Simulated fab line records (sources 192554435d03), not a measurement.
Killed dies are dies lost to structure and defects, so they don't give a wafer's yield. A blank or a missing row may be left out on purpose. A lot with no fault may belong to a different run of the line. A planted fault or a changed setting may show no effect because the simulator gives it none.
fab line records	flow n5-finfet
record: lots: 24	wafers: 72	last-day: 17
route steps=1938 shown BEOL_M12@1618 BEOL_M13@1672
lots untouched by any fault: they come from a run of this same line in which no faults occurred
start-h: hours from the record's opening day to when the first of the lot's shown wafers began	wait-h: hours since the lot's step before	" unchanged from the row above	L1.1+2: a single row standing in for several wafers	- no value, or no start was given	* or withheld: withheld	< > ~ a bound
route shown NAME@n: a module of which the file shows steps, and the number in the route of the first	usual: the fault-free wafers' mean and standard deviation	same: alike in all rows	chamber/n: place in a boat	sites: readings site by site	_std_site: the values' standard deviation	_edge_site: outer sites' mean less inner sites'	radius-mm: for every site, how far away it sits from the centre of the wafer	mask NAME#n: copy n	behind: the tool/chamber that last shaped the wafer	hold: what put the lot on hold/how long, in hours/how the hold closed	device: names the non-switching transistor (n, p or np)	end of line: the tests these same wafers got at the end of their route	where a step has no rows: the recipe by itself	killed: dies lost to structure and defects at the first sort, not the wafer's yield	map: dies across one wafer; x = killed, . = not, _ = none there
set.NAME: the run value of the setting; set.NAME@STEP: its run value at that earlier step	model.NAME: the simulator's own value behind a step, which no gauge read
steps of the route over a sample of lots; a table a step, a row a wafer
services: from which hour (start-h, from the record's first day; less than 0 if before it) a tool's chamber was out of use, for how many hours, and why
== steps ==
step: N5_BEOL_M12_STRIP_63
recipe: chemistry: N2/H2	power-w: 1000	temp-c: 250	h2-frac: 0.65	overash-fraction: 0.3	pressure-mtorr: 1000	n2-flow-sccm: 1750	h2-flow-sccm: 3250
usual: drypump-motor-current-A: 5.5/0.55	heater-power-w: 322/21	oes-product-au: 0.693/0.0045	strip-time-to-endpoint-s: 42.7/0.91
lot.wafer	tool	chamber	start-h	wait-h	drypump-motor-current-A	heater-power-w	oes-product-au	rf-hours-counter-h	strip-time-to-endpoint-s
L074.2	plasma-asher-01	1	239.45	-	6.4	312	0.687	72	43.3
L074.3	"	0	"	"	5.4	355	0.694	-	42.0
L074.6	"	1	"	"	6.4	318	0.689	-	42.8
L075.1	plasma-asher-01	1	245.90	-	6.4	307	0.691	73	41.5
L075.4	"	1	"	"	6.4	308	0.687	-	41.9
L075.6	"	0	"	"	5.3	365	0.691	-	43.1
L078.2	plasma-asher-01	0	253.79	-	5.4	353	0.692	75	41.5
L078.3	"	0	"	"	5.3	356	0.702	-	42.9
L078.6	"	1	"	"	6.4	313	0.704	-	42.3
L076.1	plasma-asher-01	0	254.55	-	5.4	356	0.705	75	42.2
L076.3	"	0	"	"	5.3	357	0.689	-	43.5
L076.5	"	1	"	"	6.4	312	0.697	-	42.4
L077.2	plasma-asher-02	1	256.62	-	5.3	309	0.687	118	43.8
L077.3	"	0	"	"	4.9	296	0.693	-	43.8
L077.4	"	1	"	"	5.3	310	0.690	-	42.9
L079.1	plasma-asher-02	0	270.23	-	4.9	304	0.693	120	43.8
L079.4	"	1	"	"	5.3	317	0.684	-	41.5
L079.6	"	1	"	"	5.3	308	0.686	-	41.9
L082.1	plasma-asher-02	0	280.97	-	4.9	307	0.684	123	43.1
L082.2	"	1	"	"	5.3	307	0.699	123	44.1
L082.5	"	1	"	"	5.3	307	0.699	-	42.6
L080.1	plasma-asher-02	0	283.94	-	4.9	309	0.696	123	43.3
L080.4	"	0	"	"	4.9	309	0.695	-	43.1
L080.5	"	1	"	"	5.3	308	0.694	-	42.1
L081.1	plasma-asher-01	1	288.26	-	6.4	331	0.697	81	44.0
L081.4	"	0	"	"	5.4	352	0.688	-	43.9
L081.5	"	0	"	"	5.3	358	0.692	-	44.0
L083.3	plasma-asher-02	0	288.56	-	4.9	308	0.684	-	43.3
L083.4	"	1	"	"	5.3	309	0.690	-	40.1
L083.6	"	0	"	"	4.9	309	0.686	-	41.3
L084.2	plasma-asher-02	1	288.81	-	5.3	307	0.701	124	43.5
L084.3	"	0	"	"	4.9	306	0.689	-	42.3
L084.5	"	1	"	"	5.3	305	0.695	-	42.2
L085.3	plasma-asher-02	1	307.74	-	5.3	306	0.691	-	41.6
L085.4	"	0	"	"	4.9	311	0.693	-	41.8
L085.5	"	0	"	"	4.9	305	0.696	-	41.5
L086.3	plasma-asher-01	1	318.20	-	6.4	312	0.695	-	43.0
L086.5	"	1	"	"	6.4	318	0.697	-	43.6
L086.6	"	0	"	"	5.4	356	0.694	-	42.3
L089.3	plasma-asher-01	1	322.28	-	6.4	320	0.695	-	43.0
L089.5	"	1	"	"	6.4	323	0.698	-	43.4
L089.6	"	0	"	"	5.3	357	0.691	-	43.0
L088.1	plasma-asher-01	1	330.81	-	6.4	310	0.699	90	42.5
L088.2	"	0	"	"	5.4	360	0.697	90	43.7
L088.4	"	1	"	"	6.4	313	0.691	-	41.5
L087.2	plasma-asher-02	1	338.91	-	5.3	319	0.698	135	44.5
L087.3	"	0	"	"	4.9	308	0.688	-	42.1
L087.5	"	0	"	"	4.9	305	0.690	-	42.4
L090.1	plasma-asher-01	0	339.77	-	5.3	352	0.693	91	42.4
L090.5	"	1	"	"	6.4	312	0.687	-	41.3
L090.6	"	0	"	"	5.4	352	0.690	-	41.8
L092.1	plasma-asher-01	1	349.62	-	6.4	321	0.693	92	44.0
L092.2	"	0	"	"	5.4	359	0.688	92	42.4
L092.4	"	1	"	"	6.4	307	0.698	-	41.5
L093.1	plasma-asher-02	0	358.48	-	4.9	316	0.696	140	44.0
L093.3	"	1	"	"	5.3	304	0.701	-	44.0
L093.5	"	0	"	"	4.9	312	0.694	-	42.9
L094.1	plasma-asher-02	0	359.06	-	4.9	303	0.690	140	43.2
L094.3	"	1	"	"	5.3	317	0.693	-	43.1
L094.4	"	0	"	"	4.9	301	0.684	-	42.6
L091.1	plasma-asher-02	1	363.05	-	5.3	310	0.694	141	42.4
L091.2	"	0	"	"	4.9	309	0.700	141	42.7
L091.4	"	1	"	"	5.3	310	0.694	-	42.2
L095.3	plasma-asher-02	1	365.40	-	5.3	319	0.694	-	43.7
L095.4	"	0	"	"	4.9	296	0.688	-	41.0
L095.6	"	0	"	"	4.9	308	0.690	-	41.6
L096.2	plasma-asher-01	1	374.97	-	6.4	317	0.696	97	43.8
L096.4	"	1	"	"	6.4	313	0.698	-	42.2
L096.6	"	0	"	"	5.4	347	0.683	-	42.8
L097.3	plasma-asher-01	1	377.09	-	6.4	306	0.692	-	42.8
L097.5	"	1	"	"	6.4	322	0.690	-	42.8
L097.6	"	0	"	"	5.4	354	0.689	-	42.3
step: N5_BEOL_M12_CD_MEAS_17
recipe: target-cd-nm: 140	polarity: opening
usual: cd-nm: 140.3/1.6
lot.wafer	tool	chamber	start-h	wait-h	cd-nm
L074.2	cd-sem-03	-	239.66	0.0	143.5
L074.3	"	-	"	"	140.0
L074.6	"	-	"	"	142.2
L075.1	cd-sem-02	-	246.11	0.0	139.8
L075.4	"	-	"	"	138.8
L075.6	"	-	"	"	139.2
L078.2	cd-sem-02	-	254.00	0.0	144.8
L078.3	"	-	"	"	141.1
L078.6	"	-	"	"	140.7
L076.1	cd-sem-02	-	254.76	0.0	138.8
L076.3	"	-	"	"	137.5
L076.5	"	-	"	"	138.4
L077.2	cd-sem-03	-	256.83	0.0	141.0
L077.3	"	-	"	"	140.9
L077.4	"	-	"	"	141.4
L079.1	cd-sem-02	-	270.44	0.0	139.1
L079.4	"	-	"	"	141.5
L079.6	"	-	"	"	141.6
L082.1	cd-sem-02	-	281.17	0.0	141.7
L082.2	"	-	"	"	139.7
L082.5	"	-	"	"	139.4
L080.1	cd-sem-03	-	284.14	0.0	139.4
L080.4	"	-	"	"	138.3
L080.5	"	-	"	"	140.3
L081.1	cd-sem-02	-	288.47	0.0	140.0
L081.4	"	-	"	"	142.0
L081.5	"	-	"	"	140.4
L083.3	cd-sem-03	-	288.75	0.0	138.8
L083.4	"	-	"	"	140.4
L083.6	"	-	"	"	139.3
L084.2	cd-sem-03	-	289.02	0.0	141.7
L084.3	"	-	"	"	139.9
L084.5	"	-	"	"	139.8
L085.3	cd-sem-03	-	307.93	0.0	140.9
L085.4	"	-	"	"	142.3
L085.5	"	-	"	"	138.8
L086.3	cd-sem-01	-	318.39	0.0	140.9
L086.5	"	-	"	"	141.9
L086.6	"	-	"	"	141.4
L089.3	cd-sem-03	-	322.58	0.0	139.8
L089.5	"	-	"	"	139.6
L089.6	"	-	"	"	141.6
L088.1	cd-sem-03	-	331.01	0.0	138.5
L088.2	"	-	"	"	137.5
L088.4	"	-	"	"	140.0
L087.2	cd-sem-03	-	339.12	0.0	140.8
L087.3	"	-	"	"	140.8
L087.5	"	-	"	"	138.6
L090.1	cd-sem-02	-	339.98	0.0	138.1
L090.5	"	-	"	"	138.8
L090.6	"	-	"	"	141.4
L092.1	cd-sem-01	-	349.83	0.0	140.4
L092.2	"	-	"	"	140.1
L092.4	"	-	"	"	141.8
L093.1	cd-sem-01	-	358.70	0.0	141.9
L093.3	"	-	"	"	140.1
L093.5	"	-	"	"	142.3
L094.1	cd-sem-03	-	359.36	0.0	140.8
L094.3	"	-	"	"	141.1
L094.4	"	-	"	"	141.1
L091.1	cd-sem-02	-	363.26	0.0	140.2
L091.2	"	-	"	"	140.1
L091.4	"	-	"	"	140.7
L095.3	cd-sem-02	-	365.72	0.0	139.7
L095.4	"	-	"	"	138.5
L095.6	"	-	"	"	139.9
L096.2	cd-sem-01	-	375.18	0.0	139.3
L096.4	"	-	"	"	139.9
L096.6	"	-	"	"	138.8
L097.3	cd-sem-02	-	377.29	0.0	139.9
L097.5	"	-	"	"	142.6
L097.6	"	-	"	"	140.2
step: N5_BEOL_M12_PRE_CLEAN_42
recipe: gas: H2/He	time-s: 30	temp-c: 250
usual: heater-power-w: 339/38
lot.wafer	tool	chamber	start-h	wait-h	heater-power-w
L074.2	pvd-sputter-02	-	242.70	0.0	333
L074.3	"	-	"	"	413
L074.6	"	-	"	"	277
L075.1	pvd-sputter-01	-	249.95	0.0	366
L075.4	"	-	"	"	327
L075.6	"	-	"	"	365
L078.2	pvd-sputter-01	-	257.99	0.0	355
L078.3	"	-	"	"	297
L078.6	"	-	"	"	296
L076.1	pvd-sputter-03	-	258.05	0.0	338
L076.3	"	-	"	"	335
L076.5	"	-	"	"	340
L077.2	pvd-sputter-02	-	258.22	0.0	337
L077.3	"	-	"	"	269
L077.4	"	-	"	"	382
L079.1	pvd-sputter-03	-	273.18	0.0	311
L079.4	"	-	"	"	324
L079.6	"	-	"	"	332
L082.1	pvd-sputter-01	-	283.12	0.0	366
L082.2	"	-	"	"	301
L082.5	"	-	"	"	351
L080.1	pvd-sputter-02	-	285.90	0.0	334
L080.4	"	-	"	"	407
L080.5	"	-	"	"	416
L081.1	pvd-sputter-01	-	291.44	0.0	352
L081.4	"	-	"	"	325
L081.5	"	-	"	"	299
L083.3	pvd-sputter-02	-	291.62	0.0	326
L083.4	"	-	"	"	411
L083.6	"	-	"	"	404
L084.2	pvd-sputter-02	-	291.94	0.0	418
L084.3	"	-	"	"	382
L084.5	"	-	"	"	369
L085.3	pvd-sputter-02	-	311.26	0.0	333
L085.4	"	-	"	"	373
L085.5	"	-	"	"	386
L086.3	pvd-sputter-02	-	321.03	0.0	367
L086.5	"	-	"	"	413
L086.6	"	-	"	"	274
L089.3	pvd-sputter-03	-	324.30	0.0	328
L089.5	"	-	"	"	340
L089.6	"	-	"	"	304
L088.1	pvd-sputter-03	-	333.07	0.0	336
L088.2	"	-	"	"	324
L088.4	"	-	"	"	303
L087.2	pvd-sputter-02	-	345.39	0.0	411
L087.3	"	-	"	"	278
L087.5	"	-	"	"	389
L090.1	pvd-sputter-01	-	345.62	0.0	365
L090.5	"	-	"	"	293
L090.6	"	-	"	"	359
L092.1	pvd-sputter-03	-	354.51	0.0	302
L092.2	"	-	"	"	331
L092.4	"	-	"	"	340
L093.1	pvd-sputter-03	-	360.57	0.0	319
L093.3	"	-	"	"	340
L093.5	"	-	"	"	336
L094.1	pvd-sputter-03	-	368.28	0.0	335
L094.3	"	-	"	"	307
L094.4	"	-	"	"	338
L091.1	pvd-sputter-03	-	368.96	0.0	332
L091.2	"	-	"	"	337
L091.4	"	-	"	"	339
L095.3	pvd-sputter-02	-	370.75	0.0	332
L095.4	"	-	"	"	271
L095.6	"	-	"	"	330
L096.2	pvd-sputter-02	-	377.66	0.0	338
L096.4	"	-	"	"	275
L096.6	"	-	"	"	334
L097.3	pvd-sputter-03	-	382.46	0.0	333
L097.5	"	-	"	"	311
L097.6	"	-	"	"	333
step: N5_BEOL_M12_DEP_53
recipe: material: SiCN	target-thk-a: 300	temp-c: withheld	precursor: 3MS/NH3	pressure-torr: 3	rf-w: 675	time-s: 10.5
usual: chamber-pressure-Torr: 3.000/0.0078	showerhead-plenum-p-Torr: 4.152/0.027	throttle-valve-pct: 18.5/0.83
lot.wafer	tool	chamber	start-h	wait-h	chamber-pressure-Torr	showerhead-plenum-p-Torr	throttle-valve-pct
L074.2	pecvd-04	2	244.09	0.0	3.007	4.133	17.4
L074.3	"	0	"	"	2.997	4.126	19.1
L074.6	"	1	"	"	3.007	4.187	19.1
L075.1	pecvd-04	0	251.06	0.0	3.002	4.111	18.8
L075.4	"	0	"	"	2.997	4.115	18.9
L075.6	"	1	"	"	3.002	4.181	19.3
L078.2	pecvd-04	2	259.12	0.0	3.001	4.122	17.2
L078.3	"	1	"	"	2.997	4.179	19.1
L078.6	"	0	"	"	2.995	4.117	18.8
L076.1	pecvd-01	1	259.58	0.0	2.998	4.198	19.5
L076.3	"	0	"	"	3.014	4.143	18.4
L076.5	"	0	"	"	3.006	4.138	18.2
L077.2	pecvd-01	0	259.89	0.0	3.001	4.148	18.5
L077.3	"	0	"	"	3.005	4.136	18.4
L077.4	"	1	"	"	3.008	4.180	19.6
L079.1	pecvd-04	1	275.01	0.0	2.996	4.188	19.4
L079.4	"	0	"	"	3.011	4.118	19.0
L079.6	"	2	"	"	3.004	4.125	17.2
L082.1	pecvd-01	1	284.35	0.0	2.997	4.190	19.3
L082.2	"	0	"	"	2.998	4.146	18.5
L082.5	"	1	"	"	3.002	4.186	19.7
L080.1	pecvd-03	2	287.01	0.0	3.016	4.137	18.0
L080.4	"	1	"	"	2.991	4.193	19.1
L080.5	"	2	"	"	3.008	4.131	18.4
L081.1	pecvd-03	1	292.57	0.0	2.998	4.192	19.5
L081.4	"	0	"	"	2.998	4.120	18.5
L081.5	"	2	"	"	2.992	4.139	17.9
L083.3	pecvd-01	2	292.82	0.0	3.001	4.171	16.1
L083.4	"	0	"	"	3.004	4.142	18.5
L083.6	"	1	"	"	2.998	4.196	19.7
L084.2	pecvd-01	0	293.21	0.0	2.990	4.149	18.5
L084.3	"	2	"	"	2.987	4.158	16.3
L084.5	"	0	"	"	3.001	4.133	18.6
L085.3	pecvd-04	0	312.37	0.0	2.989	4.118	18.9
L085.4	"	0	"	"	2.993	4.118	19.0
L085.5	"	2	"	"	2.988	4.124	17.6
L086.3	pecvd-03	2	322.32	0.0	3.007	4.148	18.3
L086.5	"	1	"	"	3.008	4.188	19.2
L086.6	"	2	"	"	2.998	4.136	18.2
L089.3	pecvd-04	0	325.47	0.0	2.988	4.127	19.0
L089.5	"	1	"	"	3.010	4.178	19.3
L089.6	"	2	"	"	2.996	4.124	17.3
L088.1	pecvd-03	0	334.24	0.0	2.996	4.139	18.5
L088.2	"	2	"	"	3.006	4.130	18.1
L088.4	"	1	"	"	2.999	4.183	18.9
L087.2	pecvd-03	0	346.68	0.0	2.996	4.132	18.5
L087.3	"	2	"	"	3.003	4.137	18.2
L087.5	"	2	"	"	2.998	4.133	18.1
L090.1	pecvd-01	2	346.95	0.0	3.002	4.167	16.4
L090.5	"	0	"	"	2.999	4.144	18.8
L090.6	"	2	"	"	2.996	4.181	16.4
L092.1	pecvd-04	2	355.63	0.0	2.999	4.130	17.7
L092.2	"	1	"	"	2.998	4.184	19.3
L092.4	"	2	"	"	2.989	4.130	17.4
L093.1	pecvd-03	0	361.73	0.0	3.000	4.138	18.7
L093.3	"	1	"	"	2.997	4.176	18.9
L093.5	"	0	"	"	2.991	4.135	18.4
L094.1	pecvd-03	0	369.39	0.0	2.999	4.124	18.5
L094.3	"	1	"	"	3.012	4.183	19.3
L094.4	"	0	"	"	2.999	4.138	18.3
L091.1	pecvd-04	1	370.08	0.0	3.051	4.173	19.4
L091.2	"	2	"	"	3.005	4.129	17.6
L091.4	"	1	"	"	3.004	4.185	19.3
L095.3	pecvd-01	1	371.92	0.0	3.012	4.192	19.7
L095.4	"	2	"	"	2.990	4.177	16.5
L095.6	"	0	"	"	3.004	4.148	18.6
L096.2	pecvd-03	0	378.81	0.0	2.996	4.133	18.6
L096.4	"	0	"	"	3.006	4.131	18.7
L096.6	"	2	"	"	2.992	4.135	17.9
L097.3	pecvd-04	1	383.59	0.0	3.000	4.190	19.2
L097.5	"	1	"	"	3.002	4.179	19.5
L097.6	"	0	"	"	3.008	4.111	18.9
step: N5_BEOL_M12_RS_MEAS_54
recipe: thk-meas-gauge: four-point-probe	reads: Cu_of_BEOL_M12_ECD_47+Ta_of_BEOL_M12_SPUTTER_44+TaN_of_BEOL_M12_SPUTTER_43
usual: M12_RS: 0.0602/0.0008
lot.wafer	tool	chamber	start-h	wait-h	M12_RS[ohm/sq]
L074.2	film-metro-02	-	244.16	0.0	0.0606
L074.3	"	-	"	"	0.0605
L074.6	"	-	"	"	0.0607
L075.1	film-metro-01	-	251.13	0.0	0.0599
L075.4	"	-	"	"	0.0599
L075.6	"	-	"	"	0.0592
L078.2	film-metro-02	-	259.19	0.0	0.0604
L078.3	"	-	"	"	0.0615
L078.6	"	-	"	"	0.0611
L076.1	film-metro-02	-	259.66	0.1	0.0602
L076.3	"	-	"	"	0.0595
L076.5	"	-	"	"	0.0607
L077.2	film-metro-02	-	259.97	0.1	0.0600
L077.3	"	-	"	"	0.0587
L077.4	"	-	"	"	0.0599
L079.1	film-metro-02	-	275.07	0.0	0.0606
L079.4	"	-	"	"	0.0604
L079.6	"	-	"	"	0.0607
L082.1	film-metro-01	-	284.42	0.1	0.0602
L082.2	"	-	"	"	0.0596
L082.5	"	-	"	"	0.0604
L080.1	film-metro-02	-	287.07	0.0	0.0616
L080.4	"	-	"	"	0.0597
L080.5	"	-	"	"	0.0606
L081.1	film-metro-02	-	292.63	0.0	0.0598
L081.4	"	-	"	"	0.0585
L081.5	"	-	"	"	0.0606
L083.3	film-metro-02	-	292.88	0.0	0.0598
L083.4	"	-	"	"	0.0617
L083.6	"	-	"	"	0.0591
L084.2	film-metro-01	-	293.27	0.0	0.0584
L084.3	"	-	"	"	0.0591
L084.5	"	-	"	"	0.0602
L085.3	film-metro-01	-	312.44	0.0	0.0608
L085.4	"	-	"	"	0.0588
L085.5	"	-	"	"	0.0618
L086.3	film-metro-02	-	322.38	0.0	0.0594
L086.5	"	-	"	"	0.0595
L086.6	"	-	"	"	0.0590
L089.3	film-metro-01	-	325.54	0.0	0.0596
L089.5	"	-	"	"	0.0586
L089.6	"	-	"	"	0.0605
L088.1	film-metro-01	-	334.30	0.0	0.0604
L088.2	"	-	"	"	0.0590
L088.4	"	-	"	"	0.0598
L087.2	film-metro-02	-	346.75	0.0	0.0622
L087.3	"	-	"	"	0.0605
L087.5	"	-	"	"	0.0608
L090.1	film-metro-01	-	347.02	0.0	0.0596
L090.5	"	-	"	"	0.0598
L090.6	"	-	"	"	0.0595
L092.1	film-metro-01	-	355.69	0.0	0.0603
L092.2	"	-	"	"	0.0609
L092.4	"	-	"	"	0.0592
L093.1	film-metro-02	-	361.79	0.0	0.0603
L093.3	"	-	"	"	0.0601
L093.5	"	-	"	"	0.0606
L094.1	film-metro-02	-	369.45	0.0	0.0602
L094.3	"	-	"	"	0.0596
L094.4	"	-	"	"	0.0596
L091.1	film-metro-02	-	370.15	0.0	0.0603
L091.2	"	-	"	"	0.0595
L091.4	"	-	"	"	0.0610
L095.3	film-metro-02	-	371.99	0.0	0.0607
L095.4	"	-	"	"	0.0606
L095.6	"	-	"	"	0.0593
L096.2	film-metro-01	-	378.88	0.1	0.0607
L096.4	"	-	"	"	0.0597
L096.6	"	-	"	"	0.0605
L097.3	film-metro-02	-	383.66	0.0	0.0590
L097.5	"	-	"	"	0.0596
L097.6	"	-	"	"	0.0594
step: N5_BEOL_M13_DESCUM_15
recipe: chemistry: O2	time-s: 7.9	source-power-w: 50	bias-power-w: 20	pressure-mtorr: 20	rf-frequency-hz: 2.712e+07	temp-c: 40	o2-flow-sccm: 225
usual: drypump-motor-current-A: 5.7/0.53	oes-product-au: 0.75/0.078	rf-vpp-V: 243.0/1.3	showerhead-plenum-p-Torr: 2.08/0.064	throttle-valve-pct: 20.56/0.22
lot.wafer	tool	chamber	start-h	wait-h	drypump-motor-current-A	oes-product-au	rf-hours-counter-h	rf-vpp-V	showerhead-plenum-p-Torr	throttle-valve-pct
L074.2	rie-diel-05	3	244.76	0.0	4.7	0.74	191	242.6	2.08	20.50
L074.3	"	2	"	"	6.3	0.74	162	243.3	2.10	20.78
L074.6	"	1	"	"	5.2	0.69	-	242.7	2.07	20.80
L075.1	rie-diel-01	1	251.81	0.1	6.4	0.69	234	241.1	1.96	20.58
L075.4	"	0	"	"	5.3	0.79	105	244.3	2.09	20.33
L075.6	"	2	"	"	5.9	0.83	-	243.5	2.01	20.35
L078.2	rie-diel-01	3	259.92	0.0	5.7	0.71	199	243.2	2.07	20.56
L078.3	"	0	"	"	5.3	0.79	108	243.6	2.09	20.31
L078.6	"	3	"	"	5.7	0.71	-	243.5	2.07	20.56
L076.1	rie-diel-05	1	260.27	0.0	5.2	0.68	207	243.5	2.07	20.81
L076.3	"	3	"	"	4.7	0.73	197	242.6	2.08	20.49
L076.5	"	3	"	"	4.7	0.73	-	244.2	2.08	20.48
L077.2	rie-diel-06	2	260.70	0.0	6.3	0.69	244	244.3	2.15	20.77
L077.3	"	3	"	"	5.7	0.70	217	241.9	1.99	20.62
L077.4	"	0	"	"	6.1	0.77	132	244.5	2.19	20.24
L079.1	rie-diel-01	2	275.81	0.0	5.9	0.82	92	242.6	2.01	20.34
L079.4	"	3	"	"	5.7	0.72	204	243.2	2.06	20.56
L079.6	"	3	"	"	5.7	0.71	-	243.2	2.06	20.56
L082.1	rie-diel-05	0	285.09	0.0	5.8	0.76	147	242.6	2.02	20.44
L082.2	"	3	"	"	4.7	0.73	204	243.5	2.07	20.50
L082.5	"	2	"	"	6.3	0.72	-	243.2	2.09	20.83
L080.1	rie-diel-05	2	287.68	0.0	6.3	0.73	176	243.0	2.09	20.81
L080.4	"	3	"	"	4.7	0.73	205	243.5	2.07	20.49
L080.5	"	3	"	"	4.7	0.73	-	244.5	2.07	20.51
L081.1	rie-diel-05	0	293.24	0.0	5.9	0.76	149	241.8	2.01	20.45
L081.4	"	2	"	"	6.3	0.73	-	241.7	2.09	20.81
L081.5	"	1	"	"	5.2	0.67	-	240.8	2.07	20.82
L083.3	rie-diel-06	0	293.49	0.0	6.1	0.76	143	244.1	2.19	20.24
L083.4	"	1	"	"	5.3	0.69	-	242.9	2.09	20.97
L083.6	"	3	"	"	5.7	0.70	-	242.5	1.99	20.64
L084.2	rie-diel-05	1	293.88	0.0	5.2	0.67	219	242.7	2.07	20.83
L084.3	"	2	"	"	6.4	0.72	177	242.8	2.09	20.82
L084.5	"	3	"	"	4.7	0.72	-	244.5	2.07	20.52
L085.3	rie-diel-06	1	313.10	0.0	5.4	0.69	207	243.0	2.09	20.98
L085.4	"	3	"	"	5.7	0.69	236	240.8	1.99	20.64
L085.5	"	2	"	"	6.2	0.97	-	244.1	2.15	20.43
L086.3	rie-diel-06	1	322.98	0.0	5.4	0.69	210	244.5	2.09	20.97
L086.5	"	0	"	"	6.1	0.76	-	244.1	2.19	20.26
L086.6	"	3	"	"	5.7	0.69	-	241.9	1.99	20.66
L089.3	rie-diel-06	0	326.27	0.0	6.1	0.75	154	244.0	2.19	20.25
L089.5	"	3	"	"	5.7	0.68	-	241.8	1.98	20.66
L089.6	"	2	"	"	6.2	0.95	-	244.3	2.15	20.43
L088.1	rie-diel-05	3	335.51	0.6	4.7	0.72	219	240.8	2.07	20.53
L088.2	"	2	"	"	6.4	0.71	192	242.5	2.08	20.83
L088.4	"	0	"	"	5.9	0.75	163	242.4	2.01	20.48
L087.2	rie-diel-06	0	347.54	0.1	6.2	0.74	161	245.2	2.18	20.28
L087.3	"	3	"	"	5.7	0.67	248	241.4	1.98	20.69
L087.5	"	0	"	"	6.2	0.73	-	244.4	2.18	20.28
L090.1	rie-diel-06	0	347.84	0.3	6.1	0.74	162	244.9	2.18	20.27
L090.5	"	3	"	"	5.7	0.68	-	240.8	1.98	20.66
L090.6	"	0	"	"	6.1	0.75	-	244.5	2.18	20.30
L092.1	rie-diel-06	1	356.29	0.0	5.3	0.69	212	244.2	2.09	20.99
L092.2	"	0	"	"	6.1	0.74	165	245.0	2.18	20.29
L092.4	"	1	"	"	5.3	0.69	-	242.2	2.09	20.98
L093.1	rie-diel-05	1	362.59	0.1	5.2	0.66	243	242.6	2.06	20.87
L093.3	"	2	"	"	6.3	0.70	201	243.5	2.08	20.84
L093.5	"	3	"	"	4.7	0.70	-	243.5	2.06	20.55
L094.1	rie-diel-01	0	370.06	0.0	5.3	0.77	140	241.0	2.08	20.37
L094.3	"	2	"	"	5.9	0.78	122	242.7	2.00	20.39
L094.4	"	3	"	"	5.7	0.70	235	242.0	2.05	20.61
L091.1	rie-diel-05	3	371.30	0.6	4.7	0.71	230	244.6	2.06	20.55
L091.2	"	0	"	"	5.9	0.73	174	241.2	2.01	20.50
L091.4	"	1	"	"	5.2	0.66	245	241.8	2.06	20.87
L095.3	rie-diel-01	2	372.71	0.1	5.9	0.78	123	243.6	2.00	20.38
L095.4	"	3	"	"	5.7	0.69	236	242.4	2.05	20.61
L095.6	"	1	"	"	6.4	0.97	-	246.5	2.22	20.17
L096.2	rie-diel-01	3	379.49	0.0	5.7	0.68	238	242.5	2.05	20.61
L096.4	"	2	"	"	5.9	0.78	125	240.9	2.00	20.40
L096.6	"	2	"	"	5.8	0.78	-	241.8	2.00	20.38
L097.3	rie-diel-05	1	384.39	0.0	5.2	0.66	249	241.9	2.06	20.88
L097.5	"	2	"	"	6.3	0.70	-	243.5	2.08	20.83
L097.6	"	1	"	"	5.2	0.66	-	241.5	2.06	20.88
== services ==
tool	chamber	start-h	hours	kind
plasma-asher-02	-	217.12	0.3	repair
pecvd-04	2	228.25	5.5	scheduled-down
rie-diel-06	1	239.83	1.3	repair
pecvd-03	-	243.34	1.2	repair
rie-diel-05	0	244.70	16.5	repair
pecvd-01	-	250.03	3.0	repair
pvd-sputter-01	-	254.97	2.7	repair
pecvd-01	-	262.76	8.9	repair
rie-diel-06	2	280.12	-	clean
rie-diel-06	2	280.12	-	consumable-replace:focus-ring
rie-diel-06	2	280.12	27.4	scheduled-down
rie-diel-06	2	280.12	27.4	vent-cycle
rie-diel-05	3	289.73	3.8	repair
rie-diel-01	0	319.60	5.4	repair
rie-diel-06	1	325.20	24.4	repair
rie-diel-05	0	330.30	1.4	repair
rie-diel-06	-	339.26	2.8	pm
plasma-asher-01	-	340.01	8.9	repair
rie-diel-06	3	352.13	-	clean
rie-diel-06	3	352.13	-	consumable-replace:focus-ring
rie-diel-06	3	352.13	-	consumable-replace:showerhead
pvd-sputter-02	-	357.37	4.9	repair
rie-diel-01	1	361.78	7.6	repair
pecvd-03	-	381.89	0.8	repair
== key ==
fault none
